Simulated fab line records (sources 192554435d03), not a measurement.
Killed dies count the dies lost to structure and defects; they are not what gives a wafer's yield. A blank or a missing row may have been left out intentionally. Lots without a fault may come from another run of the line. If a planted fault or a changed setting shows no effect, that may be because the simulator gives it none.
fab line records ; flow n5Finfet ; part 2 of 2: steps 23 to 29 of 29
[record] lots = 5; wafers = 15; lastDay = 17
route steps=1938 shown BEOL_M14@1767 BEOL_M15@1773
lots with no fault: from the same line, run without faults
startH: the number of hours between the record's first day and the start of the first shown wafer of the lot ; waitH: hours from the lot's prior step to this one ; " same as the row above ; L1.1+2: one row covering several wafers at once ; - no value, or no start given ; * or withheld: withheld ; < > ~ a bound
route shown NAME@n: NAME is a module with steps in the file, n the number in the route of the first one ; usual: the fault-free wafers' mean and standard deviation ; same: alike in all rows ; chamber/n: place in a boat ; sites: the reading at each site ; _std_site: standard deviation of those values ; _edge_site: the outer-site mean with the inner-site mean subtracted ; radiusMm: how far each site lies from the wafer's centre ; mask NAME#n: copy n ; behind: the last tool/chamber to shape the wafer ; hold: what put the lot on hold/how long, in hours/how the hold closed ; device: transistor that didn't switch, given as n, p or np ; end of line: tests of these same wafers at the route's end ; a step given without rows: its recipe and nothing more ; killed: not the wafer's yield, but the dies lost to structure and defects at the first sort ; map: per-die view of a wafer (x killed, . not killed, _ where there is no die)
set.NAME: setting as actually run; set.NAME@STEP: the setting as run at that earlier step ; model.NAME: the simulator's own value behind a step, which no gauge read
certain route steps with their lots: each step a table, each wafer a row
services: a tool's chamber out of use, with start hour (startH, from the record's first day; less than 0 if before it), hours out, and reason
[[steps]]
[step N5_BEOL_M15_STRIP_63]
[recipe] chemistry = O2; powerW = 600; tempC = 60; pressureMtorr = 30; rfFrequencyHz = 6e+07; biasPowerW = 0; overashFraction = 0.3; o2FlowSccm = 225
[usual] drypumpMotorCurrentA = 5.7/0.36; oesProductAu = 0.82/0.067; rfVppV = 3.7/0.75; showerheadPlenumPTorr = 2.12/0.049; throttleValvePct = 16.54/0.26
lot.wafer;tool;chamber;startH;waitH;drypumpMotorCurrentA;oesProductAu;rfHoursCounterH;rfVppV;showerheadPlenumPTorr;throttleValvePct
L074.1;rieDiel-05;3;-;-;5.8;0.88;23;3.2;2.13;15.99
L074.2;rieDiel-05;2;-;-;5.7;0.89;43;4.4;2.12;16.32
L074.6;rieDiel-05;1;-;-;5.6;0.83;-;5.6;2.13;16.53
L075.4;rieDiel-05;1;-;-;5.6;0.85;68;3.1;2.13;16.52
L075.5;rieDiel-05;1;-;-;5.6;0.84;-;4.1;2.13;16.51
L075.6;rieDiel-05;0;-;-;5.0;0.69;-;3.7;2.16;16.66
L076.1;rieDiel-01;2;-;-;5.8;0.85;57;3.4;2.08;16.95
L076.4;rieDiel-01;0;-;-;5.6;0.95;1;4.0;2.05;16.34
L076.5;rieDiel-01;3;-;-;6.2;0.88;-;3.6;2.06;16.31
L088.2;rieDiel-01;3;-;-;6.2;0.85;49;3.0;2.05;16.33
L088.3;rieDiel-01;2;-;-;5.8;0.82;81;4.7;2.07;17.00
L088.6;rieDiel-01;1;-;-;5.7;0.80;-;3.6;2.21;16.75
L096.2;rieDiel-01;1;-;-;5.7;0.78;124;3.8;2.20;16.80
L096.3;rieDiel-01;2;-;-;5.8;0.81;97;3.0;2.06;17.01
L096.4;rieDiel-01;0;-;-;5.6;0.82;45;3.4;2.04;16.42
[step N5_BEOL_M15_STRIP_64]
[recipe] chemistry = O2; powerW = 600; tempC = 60; pressureMtorr = 30; rfFrequencyHz = 6e+07; biasPowerW = 0; overashFraction = 0.3; o2FlowSccm = 225
[usual] drypumpMotorCurrentA = 5.7/0.36; oesProductAu = 0.82/0.068; rfVppV = 3.7/0.49; showerheadPlenumPTorr = 2.12/0.049; throttleValvePct = 16.54/0.26
lot.wafer;tool;chamber;startH;waitH;drypumpMotorCurrentA;oesProductAu;rfHoursCounterH;rfVppV;showerheadPlenumPTorr;throttleValvePct
L074.1;rieDiel-05;3;-;-;5.8;0.86;23;3.4;2.13;15.99
L074.2;rieDiel-05;2;-;-;5.7;0.88;43;3.2;2.12;16.33
L074.6;rieDiel-05;1;-;-;5.6;0.84;-;3.2;2.13;16.51
L075.4;rieDiel-05;1;-;-;5.6;0.84;69;3.8;2.13;16.50
L075.5;rieDiel-05;1;-;-;5.6;0.85;-;3.6;2.13;16.53
L075.6;rieDiel-05;0;-;-;5.0;0.68;-;4.0;2.16;16.66
L076.1;rieDiel-01;2;-;-;5.8;0.85;57;3.3;2.08;16.96
L076.4;rieDiel-01;0;-;-;5.6;0.96;2;4.0;2.05;16.34
L076.5;rieDiel-01;3;-;-;6.2;0.88;-;3.6;2.06;16.27
L088.2;rieDiel-01;3;-;-;6.2;0.84;49;4.0;2.05;16.31
L088.3;rieDiel-01;2;-;-;5.8;0.84;81;2.6;2.07;16.99
L088.6;rieDiel-01;1;-;-;5.7;0.82;-;3.8;2.21;16.76
L096.2;rieDiel-01;1;-;-;5.7;0.78;124;3.6;2.20;16.79
L096.3;rieDiel-01;2;-;-;5.8;0.81;97;3.0;2.06;17.02
L096.4;rieDiel-01;0;-;-;5.6;0.85;45;3.6;2.04;16.41
[step N5_BEOL_M15_STRIP_65]
[recipe] chemistry = postEtchResidueRemover; timeS = 60; tempC = 25; removerPh = withheld; removerWaterWtPct = withheld; removerFluorideWtPct = withheld
lot.wafer;tool;chamber;startH;waitH
L074.1+2+6;wetBench-06;1,7,5;242.54;-
L075.4+5+6;wetBench-04;3,7,5;256.62;-
L076.1+4+5;wetBench-03;0,6,5;256.90;-
L088.2+3+6;wetBench-03;0,1,2;333.95;-
L096.2+3+4;wetBench-06;3,6,4;385.14;-
[step N5_BEOL_M15_SRD_66]
[recipe] timeS = 30; tempC = 23; rinseLiquid = diw; dry = n2Spin; spinRpm = 1500; dryTimeS = 30
[usual] doSupplyPpb = 10.00/0.11
[same] dryTimeS = 30
lot.wafer;tool;chamber;startH;waitH;doSupplyPpb
L074.1;wetBench-06;1;242.56;0.0;10.05
L074.2;wetBench-06;7;242.56;0.0;10.06
L074.6;wetBench-06;5;242.56;0.0;9.99
L075.4;wetBench-04;3;256.64;0.0;9.94
L075.5;wetBench-04;7;256.64;0.0;10.10
L075.6;wetBench-04;5;256.64;0.0;9.97
L076.1;wetBench-03;0;256.92;0.0;9.91
L076.4;wetBench-03;6;256.92;0.0;9.90
L076.5;wetBench-03;5;256.92;0.0;10.11
L088.2;wetBench-03;0;333.97;0.0;10.12
L088.3;wetBench-03;1;333.97;0.0;9.96
L088.6;wetBench-03;2;333.97;0.0;10.04
L096.2;wetBench-06;3;385.16;0.0;9.82
L096.3;wetBench-06;6;385.16;0.0;10.25
L096.4;wetBench-06;4;385.16;0.0;10.13
[step N5_BEOL_M15_CD_MEAS_17]
[recipe] targetCdNm = 360; polarity = opening
[usual] cdNm = 361.7/3
lot.wafer;tool;chamber;startH;waitH;cdNm
L074.1;cdSem-02;-;242.60;0.0;360.7
L074.2;cdSem-02;-;242.60;0.0;364.7
L074.6;cdSem-02;-;242.60;0.0;359.0
L075.4;cdSem-01;-;256.69;0.0;361.2
L075.5;cdSem-01;-;256.69;0.0;362.8
L075.6;cdSem-01;-;256.69;0.0;365.0
L076.1;cdSem-03;-;256.96;0.0;364.4
L076.4;cdSem-03;-;256.96;0.0;362.8
L076.5;cdSem-03;-;256.96;0.0;366.0
L088.2;cdSem-02;-;334.01;0.0;365.5
L088.3;cdSem-02;-;334.01;0.0;362.6
L088.6;cdSem-02;-;334.01;0.0;363.8
L096.2;cdSem-02;-;385.20;0.0;358.6
L096.3;cdSem-02;-;385.20;0.0;357.1
L096.4;cdSem-02;-;385.20;0.0;363.3
[step N5_BEOL_M15_COAT_56]
[recipe] resist = SOC; tempC = 250; timeS = 60; spinRpm = 1500; resistThkNm = 550
[usual] plateTempC = 250.01/0.17; spinSpeedRpm = 1500.1/0.99
lot.wafer;tool;chamber;startH;waitH;plateTempC;spinSpeedRpm
L074.1;lithoTrack-02;0;242.64;0.0;250.06;1498.9
L074.2;lithoTrack-02;0;242.64;0.0;250.01;1501.3
L074.6;lithoTrack-02;0;242.64;0.0;250.20;1500.1
L075.4;lithoTrack-02;0;256.73;0.0;249.91;1501.2
L075.5;lithoTrack-02;0;256.73;0.0;249.97;1502.0
L075.6;lithoTrack-02;0;256.73;0.0;249.93;1501.7
L076.1;lithoTrack-05;0;257.00;0.0;249.85;1501.0
L076.4;lithoTrack-05;0;257.00;0.0;249.95;1501.7
L076.5;lithoTrack-05;0;257.00;0.0;249.93;1501.9
L088.2;lithoTrack-02;0;334.05;0.0;250.00;1501.1
L088.3;lithoTrack-02;0;334.05;0.0;250.11;1501.4
L088.6;lithoTrack-02;0;334.05;0.0;249.90;1499.7
L096.2;lithoTrack-02;0;385.24;0.0;249.94;1500.7
L096.3;lithoTrack-02;0;385.24;0.0;250.05;1501.0
L096.4;lithoTrack-02;0;385.24;0.0;249.79;1500.2
[step N5_BEOL_M15_ETCH_57]
[recipe] chemistry = N2/H2; target = SOC; sourceW = 3000; biasW = 350; timeS = 750; ionEnergyEv = 200; pressureMtorr = 30; n2FlowSccm = 200; h2FlowSccm = 200
[usual] drypumpMotorCurrentA = 5.6/0.34; oesProductAu = 0.83/0.07; rfVppV = 524.7/1.8; showerheadPlenumPTorr = 2.57/0.059; throttleValvePct = 17.53/0.27
lot.wafer;tool;chamber;startH;waitH;drypumpMotorCurrentA;oesProductAu;rfHoursCounterH;rfVppV;showerheadPlenumPTorr;throttleValvePct
L074.1;rieDiel-05;0;242.78;-;5.0;0.70;233;525.3;2.61;17.74
L074.2;rieDiel-05;3;242.78;-;5.8;0.88;23;525.6;2.58;16.99
L074.6;rieDiel-05;2;242.78;-;5.7;0.90;-;523.6;2.57;17.42
L075.4;rieDiel-05;1;256.78;-;5.6;0.84;69;525.3;2.58;17.67
L075.5;rieDiel-05;1;256.78;-;5.6;0.85;-;525.4;2.58;17.66
L075.6;rieDiel-05;2;256.78;-;5.7;0.88;-;526.1;2.57;17.45
L076.1;rieDiel-01;3;257.11;-;6.2;0.89;24;521.7;2.50;17.48
L076.4;rieDiel-01;1;257.11;-;5.7;0.84;80;527.5;2.68;17.88
L076.5;rieDiel-01;1;257.11;-;5.7;0.83;-;528.3;2.68;17.87
L088.2;rieDiel-04;2;334.11;-;6.0;0.87;49;524.9;2.57;17.73
L088.3;rieDiel-04;3;334.11;-;6.1;0.76;160;524.0;2.51;17.19
L088.6;rieDiel-04;0;334.11;-;5.4;0.70;-;525.2;2.61;17.73
L096.2;rieDiel-05;0;385.30;-;5.0;0.95;15;525.0;2.60;17.41
L096.3;rieDiel-05;3;385.30;-;5.8;0.83;63;525.5;2.56;17.05
L096.4;rieDiel-05;1;385.30;-;5.6;0.79;106;525.0;2.56;17.71
[[services]]
tool;chamber;startH;hours;kind
krfScanner-01;-;217.57;1.0;pm
cmp-01;-;220.48;4.0;pm
krfScanner-01;-;220.62;0.8;pm
rieDiel-05;0;231.27;1.3;repair
rieDiel-01;2;241.99;4.6;repair
cmp-02;-;244.64;4.0;pm
krfScanner-02;-;245.92;1.0;pm
pecvd-03;-;262.39;14.6;pm
krfScanner-01;-;264.28;0.6;repair
krfScanner-01;-;265.92;0.6;repair
rieDiel-05;-;266.35;15.6;pm
krfScanner-02;-;268.97;0.3;repair
pecvd-01;-;271.15;6.0;pm
rieDiel-01;2;279.08;5.3;repair
pecvd-03;0;282.40;9.6;repair
rieDiel-05;0;301.90;5.6;repair
pecvd-03;2;311.14;10.7;repair
rieDiel-01;3;339.32;3.9;repair
rieDiel-05;1;352.70;1.2;repair
rieDiel-01;2;358.50;3.5;repair
krfScanner-01;-;361.09;1.3;pm
rieDiel-05;2;370.24;2.6;repair
pecvd-01;0;376.50;2.1;repair
rieDiel-01;-;376.60;0.3;repair
